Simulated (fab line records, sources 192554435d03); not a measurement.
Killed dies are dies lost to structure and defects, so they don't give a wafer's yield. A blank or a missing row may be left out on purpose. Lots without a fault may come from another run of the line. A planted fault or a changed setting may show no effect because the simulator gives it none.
A sampling plan put to the test | flow n5_finfet | one fab line, 39 faults that these records tell of, each judged on the records of the lots that it struck; 1 more is left out, because the records don't allow judging it
The plan is the line's own looks: the steps of the route at which a gauge or an inspection reads the wafer and doesn't change it. A look can be judged if struck wafers have a number there and the file gives its usual mean and standard deviation on fault-free wafers. Caught: at a look after the fault's first step, the mean of the struck wafers lies 4 or more of those standard deviations (sigma) from the usual mean. On the tool: the same test on the tool's own readings at the fault's steps. Another recipe on the struck wafers, or a record that is blank for them alone, also counts as caught.

THE FAULTS, as the simulator had put them in
1. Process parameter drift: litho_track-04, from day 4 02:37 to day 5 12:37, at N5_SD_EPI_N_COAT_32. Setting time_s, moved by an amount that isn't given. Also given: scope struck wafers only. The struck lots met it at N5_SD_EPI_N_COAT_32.
2. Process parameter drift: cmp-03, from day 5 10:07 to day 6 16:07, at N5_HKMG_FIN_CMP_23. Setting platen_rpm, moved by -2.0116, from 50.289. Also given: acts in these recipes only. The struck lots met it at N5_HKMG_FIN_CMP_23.
3. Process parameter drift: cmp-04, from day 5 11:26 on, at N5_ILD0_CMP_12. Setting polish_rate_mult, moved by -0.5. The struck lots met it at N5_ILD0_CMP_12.
4. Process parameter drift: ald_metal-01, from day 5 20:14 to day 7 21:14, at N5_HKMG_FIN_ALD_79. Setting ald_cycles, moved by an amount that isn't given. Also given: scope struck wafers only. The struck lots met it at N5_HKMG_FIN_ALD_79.
5. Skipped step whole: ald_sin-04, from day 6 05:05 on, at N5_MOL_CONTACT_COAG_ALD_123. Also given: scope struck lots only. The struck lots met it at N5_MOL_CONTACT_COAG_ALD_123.
6. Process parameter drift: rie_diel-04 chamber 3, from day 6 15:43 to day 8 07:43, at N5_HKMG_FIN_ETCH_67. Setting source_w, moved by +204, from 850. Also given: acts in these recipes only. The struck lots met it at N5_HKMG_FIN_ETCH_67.
7. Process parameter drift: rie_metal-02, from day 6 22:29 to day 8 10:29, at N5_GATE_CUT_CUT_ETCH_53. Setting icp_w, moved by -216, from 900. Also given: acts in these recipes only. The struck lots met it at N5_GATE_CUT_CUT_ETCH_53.
8. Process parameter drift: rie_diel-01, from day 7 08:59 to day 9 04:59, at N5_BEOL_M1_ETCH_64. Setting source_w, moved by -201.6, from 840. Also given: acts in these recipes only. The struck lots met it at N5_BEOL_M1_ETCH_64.
9. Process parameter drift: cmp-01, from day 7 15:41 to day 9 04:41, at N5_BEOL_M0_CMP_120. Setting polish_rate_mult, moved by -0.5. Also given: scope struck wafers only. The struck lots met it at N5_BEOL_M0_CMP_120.
10. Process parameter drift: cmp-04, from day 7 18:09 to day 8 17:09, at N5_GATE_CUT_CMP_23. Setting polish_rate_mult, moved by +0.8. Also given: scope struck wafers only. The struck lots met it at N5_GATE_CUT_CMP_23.
11. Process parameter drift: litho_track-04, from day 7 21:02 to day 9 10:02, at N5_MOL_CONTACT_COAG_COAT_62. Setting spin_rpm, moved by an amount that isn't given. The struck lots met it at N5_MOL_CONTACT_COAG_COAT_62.
12. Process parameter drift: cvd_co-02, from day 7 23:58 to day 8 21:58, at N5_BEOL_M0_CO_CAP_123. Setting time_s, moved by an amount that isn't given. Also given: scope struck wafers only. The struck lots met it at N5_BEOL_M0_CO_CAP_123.
13. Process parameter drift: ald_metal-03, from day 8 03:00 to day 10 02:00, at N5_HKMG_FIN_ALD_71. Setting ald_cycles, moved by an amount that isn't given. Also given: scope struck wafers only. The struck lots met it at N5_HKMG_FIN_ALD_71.
14. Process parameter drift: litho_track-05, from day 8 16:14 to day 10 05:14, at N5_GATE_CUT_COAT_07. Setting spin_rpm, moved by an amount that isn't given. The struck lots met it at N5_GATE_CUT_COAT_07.
15. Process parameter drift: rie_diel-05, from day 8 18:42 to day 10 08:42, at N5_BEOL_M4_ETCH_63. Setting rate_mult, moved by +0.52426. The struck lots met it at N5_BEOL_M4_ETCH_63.
16. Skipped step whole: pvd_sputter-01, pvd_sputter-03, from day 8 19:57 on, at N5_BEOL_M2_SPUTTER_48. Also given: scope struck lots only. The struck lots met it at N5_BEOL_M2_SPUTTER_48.
17. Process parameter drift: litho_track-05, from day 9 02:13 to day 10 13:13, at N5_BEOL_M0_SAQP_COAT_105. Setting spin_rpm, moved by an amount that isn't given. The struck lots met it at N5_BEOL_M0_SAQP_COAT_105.
18. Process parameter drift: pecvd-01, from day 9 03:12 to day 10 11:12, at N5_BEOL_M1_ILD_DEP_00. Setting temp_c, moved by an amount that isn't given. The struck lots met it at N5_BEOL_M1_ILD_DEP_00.
19. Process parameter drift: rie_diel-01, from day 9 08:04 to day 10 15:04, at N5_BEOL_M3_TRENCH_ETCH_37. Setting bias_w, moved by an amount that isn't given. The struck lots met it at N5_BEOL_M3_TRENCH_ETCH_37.
20. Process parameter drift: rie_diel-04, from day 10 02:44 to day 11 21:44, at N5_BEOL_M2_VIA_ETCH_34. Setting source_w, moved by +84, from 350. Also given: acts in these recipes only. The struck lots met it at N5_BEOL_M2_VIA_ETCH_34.
21. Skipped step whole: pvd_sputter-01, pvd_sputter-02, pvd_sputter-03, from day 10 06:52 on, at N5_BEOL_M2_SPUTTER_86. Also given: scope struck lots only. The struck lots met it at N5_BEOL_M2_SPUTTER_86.
22. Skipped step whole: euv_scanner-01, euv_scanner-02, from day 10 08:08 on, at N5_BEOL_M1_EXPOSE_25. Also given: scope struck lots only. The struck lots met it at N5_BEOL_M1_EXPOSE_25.
23. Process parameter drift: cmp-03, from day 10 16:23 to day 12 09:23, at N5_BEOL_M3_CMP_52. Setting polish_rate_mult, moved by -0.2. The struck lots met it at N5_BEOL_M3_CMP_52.
24. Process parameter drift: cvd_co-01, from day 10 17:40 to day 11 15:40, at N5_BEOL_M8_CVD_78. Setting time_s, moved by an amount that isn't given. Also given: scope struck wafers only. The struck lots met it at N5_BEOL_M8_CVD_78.
25. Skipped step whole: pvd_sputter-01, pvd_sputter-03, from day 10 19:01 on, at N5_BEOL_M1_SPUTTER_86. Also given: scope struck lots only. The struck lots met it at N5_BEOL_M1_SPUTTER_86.
26. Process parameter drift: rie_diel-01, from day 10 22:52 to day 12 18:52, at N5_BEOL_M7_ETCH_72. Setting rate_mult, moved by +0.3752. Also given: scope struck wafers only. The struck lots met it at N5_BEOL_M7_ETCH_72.
27. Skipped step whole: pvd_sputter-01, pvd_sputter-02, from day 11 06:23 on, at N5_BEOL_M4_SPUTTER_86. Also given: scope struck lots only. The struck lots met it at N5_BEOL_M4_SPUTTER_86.
28. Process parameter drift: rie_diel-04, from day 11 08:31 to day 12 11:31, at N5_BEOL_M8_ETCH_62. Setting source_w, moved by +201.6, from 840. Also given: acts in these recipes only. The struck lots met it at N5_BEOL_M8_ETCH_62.
29. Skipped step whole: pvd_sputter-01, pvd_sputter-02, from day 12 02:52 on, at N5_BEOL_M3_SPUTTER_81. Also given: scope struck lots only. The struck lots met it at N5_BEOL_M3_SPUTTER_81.
30. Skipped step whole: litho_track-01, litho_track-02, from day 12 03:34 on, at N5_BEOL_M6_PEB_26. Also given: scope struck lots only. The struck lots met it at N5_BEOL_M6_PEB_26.
31. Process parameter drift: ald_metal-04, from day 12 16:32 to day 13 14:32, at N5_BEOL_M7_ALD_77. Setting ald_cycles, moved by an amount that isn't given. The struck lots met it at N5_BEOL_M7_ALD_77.
32. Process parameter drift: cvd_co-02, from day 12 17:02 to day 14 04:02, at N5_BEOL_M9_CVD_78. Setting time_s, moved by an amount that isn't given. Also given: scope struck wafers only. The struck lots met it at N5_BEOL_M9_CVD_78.
33. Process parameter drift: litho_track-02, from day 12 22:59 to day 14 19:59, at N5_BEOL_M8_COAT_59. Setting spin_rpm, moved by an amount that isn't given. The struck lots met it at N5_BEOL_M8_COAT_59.
34. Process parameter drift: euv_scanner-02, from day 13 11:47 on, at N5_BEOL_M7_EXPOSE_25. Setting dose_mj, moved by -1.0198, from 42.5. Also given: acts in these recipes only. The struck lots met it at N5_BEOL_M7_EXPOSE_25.
35. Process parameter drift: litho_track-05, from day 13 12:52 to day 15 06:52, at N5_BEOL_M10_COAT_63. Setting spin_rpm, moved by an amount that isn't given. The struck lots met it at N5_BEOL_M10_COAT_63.
36. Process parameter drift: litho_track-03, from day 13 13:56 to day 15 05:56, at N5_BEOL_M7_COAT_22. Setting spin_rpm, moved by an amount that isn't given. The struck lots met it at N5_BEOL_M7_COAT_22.
37. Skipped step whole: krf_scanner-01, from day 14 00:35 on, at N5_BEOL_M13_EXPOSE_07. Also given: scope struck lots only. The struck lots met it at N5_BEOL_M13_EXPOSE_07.
38. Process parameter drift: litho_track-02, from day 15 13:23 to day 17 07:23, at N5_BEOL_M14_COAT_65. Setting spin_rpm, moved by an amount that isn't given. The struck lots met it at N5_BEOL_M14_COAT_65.
39. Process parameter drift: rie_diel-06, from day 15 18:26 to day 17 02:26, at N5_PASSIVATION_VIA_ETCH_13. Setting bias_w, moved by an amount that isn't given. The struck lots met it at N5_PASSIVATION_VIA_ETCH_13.

WHAT THE PLAN SAW
fault | on the tool itself                               | first look that catches it                      | reading, sigma                                  | median hours from its first step to that look | hours from the fault's start to the first struck lot there | judged looks passed uncaught
1     | run_length_s +16 sigma                           | none of the 2 looks that can be judged after it | -                                               | -                                             | -                                                          | 2
2     | platen_rpm -69 sigma                             | not the one look that can be judged after it    | -                                               | -                                             | -                                                          | 1
3     | time_to_endpoint_s +12 sigma                     | none of the 2 looks that can be judged after it | -                                               | -                                             | -                                                          | 2
4     | under 2 sigma                                    | none of the 2 looks that can be judged after it | -                                               | -                                             | -                                                          | 2
5     | the tool's record is blank for the struck wafers | not the one look that can be judged after it    | -                                               | -                                             | -                                                          | 1
6     | rf_fwd_power_W +59 sigma                         | not the one look that can be judged after it    | strongest: VT_N at N5_BEOL_M4_RC_MEAS_101, +2.1 | -                                             | -                                                          | 1
7     | rf_fwd_power_W -81 sigma                         | not the one look that can be judged after it    | -                                               | -                                             | -                                                          | 1
8     | rf_fwd_power_W -74 sigma                         | not the one look that can be judged after it    | -                                               | -                                             | -                                                          | 1
9     | barrier_field_endpoint_s +36 sigma               | N5_BEOL_M0_INSPECT_127                          | raw_defect_count +99 or beyond                  | 0.6                                           | 4                                                          | 0
10    | time_to_endpoint_s -4.5 sigma                    | not the one look that can be judged after it    | -                                               | -                                             | -                                                          | 1
11    | spin_speed_rpm +99 or beyond sigma               | not the one look that can be judged after it    | -                                               | -                                             | -                                                          | 1
12    | run_length_s +96 sigma                           | not the one look that can be judged after it    | -                                               | -                                             | -                                                          | 1
13    | under 2 sigma                                    | not the one look that can be judged after it    | -                                               | -                                             | -                                                          | 1
14    | spin_speed_rpm -99 or beyond sigma               | none of the 2 looks that can be judged after it | -                                               | -                                             | -                                                          | 2
15    | etch_rf_on_time_s -23 sigma                      | not the one look that can be judged after it    | -                                               | -                                             | -                                                          | 1
16    | the tool's record is blank for the struck wafers | not the one look that can be judged after it    | -                                               | -                                             | -                                                          | 1
17    | spin_speed_rpm -99 or beyond sigma               | not the one look that can be judged after it    | -                                               | -                                             | -                                                          | 1
18    | susceptor_temp_C +11 sigma                       | none of the 2 looks that can be judged after it | -                                               | -                                             | -                                                          | 2
19    | bias_w +12 sigma                                 | none of the 2 looks that can be judged after it | -                                               | -                                             | -                                                          | 2
20    | rf_fwd_power_W +49 sigma                         | not the one look that can be judged after it    | -                                               | -                                             | -                                                          | 1
21    | the tool's record is blank for the struck wafers | not the one look that can be judged after it    | -                                               | -                                             | -                                                          | 1
22    | no reading that can be judged                    | no look after it can be judged                  | -                                               | -                                             | -                                                          | 0
23    | barrier_field_endpoint_s +11 sigma               | not the one look that can be judged after it    | -                                               | -                                             | -                                                          | 1
24    | run_length_s +4.3 sigma                          | not the one look that can be judged after it    | -                                               | -                                             | -                                                          | 1
25    | the tool's record is blank for the struck wafers | no look after it can be judged                  | -                                               | -                                             | -                                                          | 0
26    | etch_rf_on_time_s -19 sigma                      | no look after it can be judged                  | -                                               | -                                             | -                                                          | 0
27    | the tool's record is blank for the struck wafers | not the one look that can be judged after it    | -                                               | -                                             | -                                                          | 1
28    | rf_fwd_power_W +73 sigma                         | no look after it can be judged                  | -                                               | -                                             | -                                                          | 0
29    | the tool's record is blank for the struck wafers | not the one look that can be judged after it    | -                                               | -                                             | -                                                          | 1
30    | the tool's record is blank for the struck wafers | no look after it can be judged                  | -                                               | -                                             | -                                                          | 0
31    | under 2 sigma                                    | no look after it can be judged                  | -                                               | -                                             | -                                                          | 0
32    | run_length_s +81 sigma                           | no look after it can be judged                  | -                                               | -                                             | -                                                          | 0
33    | spin_speed_rpm +99 or beyond sigma               | no look after it can be judged                  | -                                               | -                                             | -                                                          | 0
34    | exposure_dose_mJ_cm2 -19 sigma                   | not the one look that can be judged after it    | -                                               | -                                             | -                                                          | 1
35    | spin_speed_rpm +99 or beyond sigma               | no look after it can be judged                  | -                                               | -                                             | -                                                          | 0
36    | spin_speed_rpm -99 or beyond sigma               | no look after it can be judged                  | -                                               | -                                             | -                                                          | 0
37    | no reading that can be judged                    | no look after it can be judged                  | -                                               | -                                             | -                                                          | 0
38    | spin_speed_rpm +99 or beyond sigma               | no look after it can be judged                  | -                                               | -                                             | -                                                          | 0
39    | bias_w -99 or beyond sigma                       | no look after it can be judged                  | -                                               | -                                             | -                                                          | 0
A dash: the fault isn't caught, or these records don't give the number.

Caught at a look: 1 of 39. Caught on the tool: 34 of 39. By one or the other: 34 of 39.
Caught on the tool alone: faults 1, 2, 3, 5, 6, 7, 8, 10, 11, 12, 14, 15, 16, 17, 18, 19, 20, 21, 23, 24, 25, 26, 27, 28, 29, 30, 32, 33, 34, 35, 36, 38, 39.
Caught by neither: faults 4, 13, 22, 31, 37.

THINNER SAMPLING
If the look that catches a fault measured only every second or every third lot, by lot number, the first struck lot would be measured this late in the worst case:
fault | struck lots at that look, in order of time | every lot | every second lot | every third lot
9     | L520, L521, L522                           | 4 h       | 13 h             | 15 h
Hours are from the fault's start to the first struck lot that is measured. The limit of 4 sigma was tested on all struck wafers together, so one lot alone may lie under it. Other struck lots may not be in these records.

THE LONGEST TIMED WAY FROM STEP TO LOOK
Fault 9: a median of 0.6 hours passes between N5_BEOL_M0_CMP_120 and N5_BEOL_M0_INSPECT_127. No look between them can be judged.
